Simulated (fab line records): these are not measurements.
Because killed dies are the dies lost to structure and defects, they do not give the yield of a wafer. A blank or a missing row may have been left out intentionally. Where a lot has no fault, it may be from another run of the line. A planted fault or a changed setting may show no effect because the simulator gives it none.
Matching of chambers ; flow nand harc ; 4 sister chambers for NHARC_A_STAIRCASE_ETCH_313 on rie diel-08
The step etches the open film in CF4/CHF3. 24 wafers are shown with their chamber, then 12 later ones without.

== EACH WAFER AND ITS CHAMBER ==
wafer;chamber;drypump motor current A (A);showerhead plenum p Torr (Torr);rf vpp V (V)
L074.1;3;6.3;1.55;368.9
L074.4;0;5.7;1.56;370.1
L074.5;2;6.3;1.56;371.9
L076.3;3;6.3;1.54;369.5
L076.4;2;6.2;1.55;369.2
L076.5;1;6.5;1.50;368.9
L081.2;2;6.3;1.55;370.1
L081.3;3;6.3;1.54;369.5
L081.5;0;5.7;1.56;371.0
L086.2;1;6.4;1.49;368.3
L086.4;0;5.7;1.55;370.7
L086.5;0;5.7;1.55;370.1
L084.1;1;6.5;1.49;368.5
L084.2;3;6.3;1.54;369.0
L084.4;2;6.3;1.55;370.4
L085.1;3;6.4;1.54;370.9
L085.3;1;6.4;1.49;367.7
L085.5;3;6.3;1.54;370.3
L088.3;3;6.4;1.54;369.3
L088.4;1;6.4;1.49;368.4
L088.6;0;5.7;1.55;370.2
L090.1;3;6.3;1.54;369.5
L090.2;0;5.7;1.55;369.7
L090.3;2;6.3;1.55;369.5

SIGNATURES, as means of the wafers listed above
reading;chamber 0;chamber 1;chamber 2;chamber 3;scatter within a chamber
drypump motor current A;5.700;6.440;6.280;6.325;0.0418
showerhead plenum p Torr;1.5533;1.4920;1.5520;1.5413;0.00436
rf vpp V;370.300;368.360;370.220;369.613;0.687
Rule: distance of a wafer from a chamber = root of the sum over the readings of ((wafer's reading minus chamber's mean) / reading's scatter) squared. The wafer belongs to the nearest chamber; if the next one is less than 2 further off, it can't be placed. The scatter: the root of (the sum of the squares of (reading less its chamber's mean) over the shown wafers, divided by (wafers less chambers)).

== WAFERS WITH NO CHAMBER GIVEN ==
wafer;drypump motor current A (A);showerhead plenum p Torr (Torr);rf vpp V (V)
L093.2;5.7;1.55;370.3
L093.4;6.2;1.55;370.4
L093.6;6.5;1.49;367.2
L096.1;6.3;1.55;369.7
L096.3;5.7;1.55;368.4
L096.5;5.6;1.55;369.3
L095.2;6.4;1.54;368.6
L095.4;6.3;1.55;369.4
L095.6;6.3;1.55;369.7
L097.1;6.3;1.54;369.9
L097.2;6.4;1.49;368.1
L097.3;6.3;1.53;368.0

== WHICH CHAMBER EACH ONE RAN IN ==
wafer;from the rows above;in truth
L093.2;0;0
L093.4;can't be placed: 2 or 3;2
L093.6;1;1
L096.1;can't be placed: 2 or 3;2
L096.3;0;0
L096.5;0;0
L095.2;3;3
L095.4;can't be placed: 2 or 3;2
L095.6;can't be placed: 2 or 3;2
L097.1;3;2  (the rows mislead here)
L097.2;1;1
L097.3;3;3
Correctly placed: 7 of 12. Not placeable from these rows: 4 (in 4, the candidates include the true chamber). 1 placed wrongly.
